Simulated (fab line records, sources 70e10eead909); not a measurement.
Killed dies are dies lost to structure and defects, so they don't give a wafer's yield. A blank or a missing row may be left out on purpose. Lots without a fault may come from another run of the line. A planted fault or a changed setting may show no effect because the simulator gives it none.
Which tool did it? | flow nand_harc | 11 lots, 33 wafers sampled, at 5 steps of a route of 1302

WHAT THE GAUGES READ, wafer by wafer
NHARC_END_WLT_00. Usual: VT_DECK1_BOTTOM 0.872, standard deviation 0.0076; VT_DECK1_BOTTOM_INNER 0.872, standard deviation 0.0072; VT_DECK1_MEDIAN_NEAR_BOTTOM 0.873, standard deviation 0.0077; VT_DECK1_MEDIAN_NEAR_BOTTOM_INNER 0.874, standard deviation 0.0076; VT_DECK1_MIDDLE 0.885, standard deviation 0.0068; VT_DECK1_MIDDLE_INNER 0.884, standard deviation 0.0071; VT_DECK1_TOP 0.896, standard deviation 0.008; VT_DECK1_TOP_INNER 0.895, standard deviation 0.0071; VT_DECK2_BOTTOM 0.871, standard deviation 0.0067; VT_DECK2_BOTTOM_INNER 0.872, standard deviation 0.0064; VT_DECK2_MEDIAN_NEAR_BOTTOM 0.873, standard deviation 0.0056; VT_DECK2_MEDIAN_NEAR_BOTTOM_INNER 0.872, standard deviation 0.0067; VT_DECK2_MIDDLE 0.884, standard deviation 0.0058; VT_DECK2_MIDDLE_INNER 0.885, standard deviation 0.0052; VT_DECK2_TOP 0.896, standard deviation 0.0059; VT_DECK2_TOP_INNER 0.896, standard deviation 0.0059.
lot  | measured     | on        | VT_DECK1_BOTTOM   | VT_DECK1_BOTTOM_INNER | VT_DECK1_MEDIAN_NEAR_BOTTOM | VT_DECK1_MEDIAN_NEAR_BOTTOM_INNER | VT_DECK1_MIDDLE   | VT_DECK1_MIDDLE_INNER | VT_DECK1_TOP      | VT_DECK1_TOP_INNER | VT_DECK2_BOTTOM   | VT_DECK2_BOTTOM_INNER | VT_DECK2_MEDIAN_NEAR_BOTTOM | VT_DECK2_MEDIAN_NEAR_BOTTOM_INNER | VT_DECK2_MIDDLE   | VT_DECK2_MIDDLE_INNER | VT_DECK2_TOP      | VT_DECK2_TOP_INNER | flag
L229 | day 24 16:34 | prober-01 | 0.882 0.875 0.882 | 0.879 0.876 0.876     | 0.884 0.872 0.883           | 0.883 0.882 0.875                 | 0.889 0.895 0.892 | 0.893 0.886 0.889     | 0.906 0.908 0.913 | 0.909 0.908 0.907  | 0.871 0.874 0.878 | 0.863 0.872 0.867     | 0.866 0.868 0.861           | 0.859 0.866 0.869                 | 0.882 0.887 0.890 | 0.880 0.885 0.885     | 0.904 0.896 0.897 | 0.896 0.901 0.898  |
L231 | day 26 09:56 | prober-01 | 0.879 0.887 0.878 | 0.874 0.879 0.878     | 0.869 0.879 0.886           | 0.883 0.880 0.876                 | 0.883 0.896 0.896 | 0.891 0.888 0.889     | 0.902 0.905 0.902 | 0.901 0.907 0.897  | 0.862 0.858 0.873 | 0.868 0.868 0.861     | 0.882 0.877 0.872           | 0.876 0.870 0.871                 | 0.877 0.885 0.885 | 0.883 0.882 0.882     | 0.901 0.900 0.895 | 0.900 0.894 0.894  |
L233 | day 26 16:25 | prober-02 | 0.858 0.851 0.863 | 0.865 0.866 0.871     | 0.860 0.869 0.862           | 0.860 0.863 0.867                 | 0.872 0.872 0.866 | 0.871 0.866 0.871     | 0.882 0.881 0.871 | 0.882 0.878 0.875  | 0.873 0.866 0.860 | 0.867 0.866 0.863     | 0.869 0.865 0.866           | 0.858 0.863 0.863                 | 0.877 0.875 0.874 | 0.875 0.878 0.883     | 0.891 0.888 0.888 | 0.887 0.884 0.888  |
L232 | day 27 02:43 | prober-01 | 0.870 0.871 0.877 | 0.880 0.875 0.878     | 0.872 0.861 0.880           | 0.877 0.879 0.879                 | 0.887 0.889 0.887 | 0.888 0.882 0.882     | 0.899 0.896 0.893 | 0.897 0.901 0.897  | 0.866 0.875 0.870 | 0.873 0.867 0.862     | 0.872 0.872 0.871           | 0.865 0.874 0.868                 | 0.881 0.886 0.883 | 0.881 0.882 0.885     | 0.894 0.900 0.892 | 0.896 0.901 0.896  |
L237 | day 28 01:08 | prober-02 | 0.881 0.876 0.867 | 0.881 0.880 0.867     | 0.879 0.868 0.863           | 0.875 0.871 0.868                 | 0.894 0.890 0.893 | 0.885 0.886 0.895     | 0.900 0.897 0.906 | 0.897 0.906 0.895  | 0.867 0.866 0.874 | 0.876 0.876 0.865     | 0.870 0.876 0.870           | 0.873 0.875 0.866                 | 0.883 0.880 0.872 | 0.885 0.881 0.886     | 0.890 0.895 0.888 | 0.892 0.890 0.887  |
L239 | day 29 00:56 | prober-02 | 0.884 0.878 0.884 | 0.885 0.879 0.891     | 0.880 0.876 0.886           | 0.890 0.882 0.891                 | 0.894 0.898 0.896 | 0.893 0.897 0.897     | 0.903 0.902 0.901 | 0.897 0.906 0.905  | 0.866 0.861 0.862 | 0.868 0.870 0.870     | 0.868 0.871 0.876           | 0.866 0.872 0.878                 | 0.875 0.876 0.871 | 0.876 0.888 0.884     | 0.898 0.890 0.890 | 0.902 0.893 0.886  |
L240 | day 29 08:13 | prober-01 | 0.860 0.875 0.859 | 0.862 0.873 0.867     | 0.860 0.862 0.872           | 0.864 0.872 0.873                 | 0.878 0.878 0.886 | 0.879 0.884 0.878     | 0.889 0.891 0.893 | 0.890 0.886 0.882  | 0.876 0.876 0.880 | 0.878 0.876 0.875     | 0.876 0.883 0.874           | 0.874 0.883 0.873                 | 0.888 0.889 0.883 | 0.884 0.891 0.882     | 0.904 0.896 0.912 | 0.899 0.899 0.900  |
L244 | day 31 09:56 | prober-01 | 0.869 0.873 0.868 | 0.878 0.867 0.869     | 0.876 0.872 0.880           | 0.873 0.874 0.878                 | 0.882 0.884 0.882 | 0.885 0.885 0.887     | 0.897 0.895 0.891 | 0.906 0.899 0.892  | 0.877 0.862 0.871 | 0.875 0.868 0.879     | 0.876 0.875 0.876           | 0.866 0.876 0.876                 | 0.890 0.882 0.883 | 0.883 0.886 0.885     | 0.897 0.896 0.900 | 0.896 0.892 0.897  |
L250 | day 33 00:27 | prober-01 | 0.872 0.864 0.870 | 0.878 0.865 0.869     | 0.871 0.870 0.865           | 0.878 0.867 0.869                 | 0.880 0.888 0.886 | 0.887 0.893 0.884     | 0.904 0.893 0.903 | 0.895 0.899 0.893  | 0.868 0.870 0.873 | 0.874 0.873 0.874     | 0.882 0.876 0.873           | 0.883 0.869 0.867                 | 0.885 0.883 0.884 | 0.885 0.877 0.876     | 0.895 0.891 0.889 | 0.888 0.894 0.896  |
L249 | day 33 06:38 | prober-02 | 0.872 0.876 0.870 | 0.871 0.878 0.872     | 0.886 0.880 0.878           | 0.888 0.879 0.871                 | 0.886 0.893 0.893 | 0.889 0.895 0.885     | 0.906 0.906 0.898 | 0.910 0.896 0.902  | 0.877 0.879 0.873 | 0.873 0.886 0.876     | 0.879 0.880 0.874           | 0.884 0.882 0.870                 | 0.890 0.888 0.887 | 0.886 0.892 0.883     | 0.900 0.898 0.902 | 0.891 0.898 0.898  |
L251 | day 34 08:55 | prober-01 | 0.867 0.872 0.869 | 0.866 0.885 0.867     | 0.869 0.878 0.869           | 0.872 0.880 0.868                 | 0.883 0.890 0.885 | 0.888 0.889 0.878     | 0.899 0.898 0.899 | 0.889 0.885 0.897  | 0.865 0.866 0.864 | 0.866 0.879 0.868     | 0.870 0.869 0.872           | 0.871 0.883 0.873                 | 0.882 0.881 0.874 | 0.882 0.882 0.886     | 0.895 0.892 0.890 | 0.897 0.898 0.894  |

NHARC_END_SORT_01. Usual: killed_at_array 53, standard deviation 18; killed_at_other 1.0, standard deviation 1.2; killed_at_periphery 3.6, standard deviation 2.4; killed_dies 58, standard deviation 18; killed_open 3.4, standard deviation 1.8; killed_short 2.3, standard deviation 1.5.
lot  | measured     | on        | killed_at_array | killed_at_other | killed_at_periphery | killed_dies | killed_open | killed_short | flag
L249 | day 33 10:32 | prober-02 | 167 115 154     | 4 2 2           | 4 6 1               | 175 123 157 | 3 2 4       | 4 1 3        | OFF
L251 | day 34 12:29 | prober-01 | 153 139 117     | 0 0 0           | 3 0 5               | 156 139 122 | 1 2 7       | 1 1 0        | OFF

WHICH TOOL RAN EACH LOT (tool, then ch and the chambers of the sampled wafers, then the start)
lot  | NHARC_A_CONTACT_ETCH_97            | NHARC_THIN_TSV_DEGAS_49      | NHARC_THIN_TSV_STRIP_56
L229 | rie_diel-05 ch 0,1,3, day 22 15:03 | pvd_sputter-01, day 24 07:25 | plasma_asher-02 ch 0,1, day 24 11:13
L231 | rie_diel-02 ch 0,3, day 23 20:40   | pvd_sputter-01, day 25 21:11 | plasma_asher-01 ch 0,1, day 26 00:58
L233 | rie_diel-05 ch 0,2,3, day 24 07:23 | pvd_sputter-02, day 26 07:23 | plasma_asher-01 ch 0,1, day 26 11:02
L232 | rie_diel-12 ch 0,3, day 24 20:41   | pvd_sputter-01, day 26 15:52 | plasma_asher-01 ch 0,1, day 26 19:51
L237 | rie_diel-02 ch 0,1, day 25 19:22   | pvd_sputter-01, day 27 12:26 | plasma_asher-02 ch 0, day 27 16:12
L239 | rie_diel-02 ch 0,1,3, day 26 20:42 | pvd_sputter-03, day 28 15:40 | plasma_asher-02 ch 0,1, day 28 19:28
L240 | rie_diel-05 ch 0,2,3, day 27 04:53 | pvd_sputter-02, day 28 21:38 | plasma_asher-01 ch 0,1, day 29 01:23
L244 | rie_diel-05 ch 0,3, day 29 04:58   | pvd_sputter-02, day 30 23:47 | plasma_asher-02 ch 0,1, day 31 03:38
L250 | rie_diel-05 ch 0,1, day 30 11:15   | pvd_sputter-01, day 32 07:43 | plasma_asher-01 ch 0,1, day 32 11:40
L249 | rie_diel-05 ch 1,2, day 30 17:25   | pvd_sputter-03, day 32 19:32 | plasma_asher-02 ch 0,1, day 32 23:28
L251 | rie_diel-05 ch 1,2,3, day 31 22:44 | pvd_sputter-02, day 33 21:47 | plasma_asher-01 ch 0,1, day 34 01:41
- NHARC_A_CONTACT_ETCH_97: etches the open film in C4F6/O2, target depth 20 nm, time 10 s.
- NHARC_THIN_TSV_DEGAS_49: time 120 s.
- NHARC_THIN_TSV_STRIP_56: strips in O2.

WHAT THE TOOLS THEMSELVES READ (means of the sampled wafers that have a number; where no wafer has one, the mark that the record gives instead)
NHARC_A_CONTACT_ETCH_97. Usual: drypump_motor_current_A 5.8 A, standard deviation 0.4; oes_product_au 0.953 a.u., standard deviation 0.028; rf_vpp_V 547 V, standard deviation 3.7; showerhead_plenum_p_Torr 3.91 Torr, standard deviation 0.18; throttle_valve_pct 26.903 %, standard deviation 0.0095.
lot  | tool        | drypump_motor_current_A (A) | oes_product_au (a.u.) | rf_vpp_V (V) | showerhead_plenum_p_Torr (Torr) | throttle_valve_pct (%) | flag
L229 | rie_diel-05 | 6.0                         | 0.949                 | 547          | 3.91                            | 26.899                 |
L231 | rie_diel-02 | 5.9                         | 1.006                 | 549          | 4.03                            | 26.904                 |
L233 | rie_diel-05 | 5.8                         | 0.955                 | 545          | 3.83                            | 26.907                 |
L232 | rie_diel-12 | 5.5                         | 0.988                 | 547          | 3.89                            | 26.901                 |
L237 | rie_diel-02 | 5.5                         | 0.941                 | 551          | 4.16                            | 26.907                 |
L239 | rie_diel-02 | 5.6                         | 0.998                 | 550          | 4.03                            | 26.897                 |
L240 | rie_diel-05 | 5.9                         | 0.933                 | 545          | 3.82                            | 26.906                 |
L244 | rie_diel-05 | 5.9                         | 0.933                 | 543          | 3.76                            | 26.903                 |
L250 | rie_diel-05 | 6.1                         | 0.976                 | 547          | 3.93                            | 26.906                 |
L249 | rie_diel-05 | 6.0                         | 0.934                 | 547          | 3.90                            | 26.897                 |
L251 | rie_diel-05 | 6.0                         | 0.936                 | 548          | 3.95                            | 26.909                 |

NHARC_THIN_TSV_DEGAS_49. Usual: heater_power_w 442 W, standard deviation 41.
lot  | tool           | heater_power_w (W) | flag
L229 | pvd_sputter-01 | 441                |
L231 | pvd_sputter-01 | 414                |
L233 | pvd_sputter-02 | 417                |
L232 | pvd_sputter-01 | 420                |
L237 | pvd_sputter-01 | 453                |
L239 | pvd_sputter-03 | 414                |
L240 | pvd_sputter-02 | 428                |
L244 | pvd_sputter-02 | 451                |
L250 | pvd_sputter-01 | 447                |
L249 | pvd_sputter-03 | 485                |
L251 | pvd_sputter-02 | 427                |

NHARC_THIN_TSV_STRIP_56. Usual: drypump_motor_current_A 6.0 A, standard deviation 0.39; heater_power_w 307 W, standard deviation 21.
lot  | tool            | drypump_motor_current_A (A) | heater_power_w (W) | flag
L229 | plasma_asher-02 | 5.9                         | 310                |
L231 | plasma_asher-01 | 6.2                         | 313                |
L233 | plasma_asher-01 | 6.0                         | 303                |
L232 | plasma_asher-01 | 6.2                         | 320                |
L237 | plasma_asher-02 | 6.2                         | 289                |
L239 | plasma_asher-02 | 6.0                         | 296                |
L240 | plasma_asher-01 | 5.9                         | 305                |
L244 | plasma_asher-02 | 5.8                         | 306                |
L250 | plasma_asher-01 | 6.0                         | 301                |
L249 | plasma_asher-02 | 5.8                         | 310                |
L251 | plasma_asher-01 | 5.9                         | 301                |

THE ANSWER, worked out from the rows above alone
Rule: a lot is off if the mean of its wafers that have a number lies more than 3 standard deviations from the usual mean. A lot without any number at a reading at which 4 lots or more have one is off too. The other lots that the step has rows for count as sound. The gauges are gone through in route order, then the tools' own readings, and for those a lot's mean is taken as printed above. The first step at which some lot is off is used, and at that step the reading that is off furthest; a lot without a number counts as furthest.
Off: L249, L251, at NHARC_END_SORT_01 (killed_dies). Neither off nor sound, because the step has no rows for them: L229, L231, L233, L232, L237, L239, L240, L244, L250.
A tool fits if, at a process step before that reading, it ran every lot that is off, and no sound lot after the first of them. The gauges at NHARC_END_SORT_01 are tried like those tools. One fits: rie_diel-05 at NHARC_A_CONTACT_ETCH_97. It ran no sound lot before its first lot that is off in this sample, so the start can't be narrowed down.

WHAT THE SIMULATOR HAD PUT IN
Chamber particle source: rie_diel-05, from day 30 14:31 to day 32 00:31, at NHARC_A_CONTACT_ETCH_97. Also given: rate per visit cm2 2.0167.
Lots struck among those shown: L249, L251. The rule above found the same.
